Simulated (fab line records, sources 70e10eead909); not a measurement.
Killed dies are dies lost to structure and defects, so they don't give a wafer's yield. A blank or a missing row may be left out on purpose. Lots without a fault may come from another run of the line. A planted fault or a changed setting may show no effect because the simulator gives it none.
Chamber matching | flow nand_harc | NHARC_A_STAIRCASE_DEP_156 on pecvd-04: 3 sister chambers
The step deposits SiNx, target thk 50 nm. 3 wafers are shown with their chamber, then 7 later ones without.

WAFERS WITH THEIR CHAMBER
wafer  | chamber | heater_power_w (W)
L417.3 | 2       | 680
L418.1 | 0       | 683
L418.2 | 1       | 622

WAFERS WITHOUT THEIR CHAMBER
wafer  | heater_power_w (W)
L418.5 | 697
L420.2 | 678
L420.4 | 606
L420.6 | 780
L423.2 | 680
L423.3 | 746
L423.6 | 701

WHICH CHAMBER EACH WENT THROUGH
wafer  | from the rows above          | in truth
L418.5 | can't be placed: 0 or 2 or 1 | 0
L420.2 | can't be placed: 2 or 0 or 1 | 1
L420.4 | can't be placed: 1 or 2 or 0 | 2
L420.6 | can't be placed: 0 or 2 or 1 | 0
L423.2 | can't be placed: 2 or 0 or 1 | 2
L423.3 | can't be placed: 0 or 2 or 1 | 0
L423.6 | can't be placed: 0 or 2 or 1 | 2
Placed correctly: 0 of 7. Can't be placed from these rows: 7 (the true chamber is among the candidates in 7). Placed wrongly: 0.
How it was worked out, from the rows above alone: a wafer's distance from a chamber is the root of the sum, over the readings, of the square of ((its reading less the chamber's mean) divided by the reading's scatter). The wafer belongs to the nearest chamber; if the next one is less than 2 further off, it can't be placed. A chamber's mean is the mean of its shown wafers. The scatter: with one shown wafer a chamber, the root of the mean of the squares of how far each hidden wafer lies from its nearest shown one.
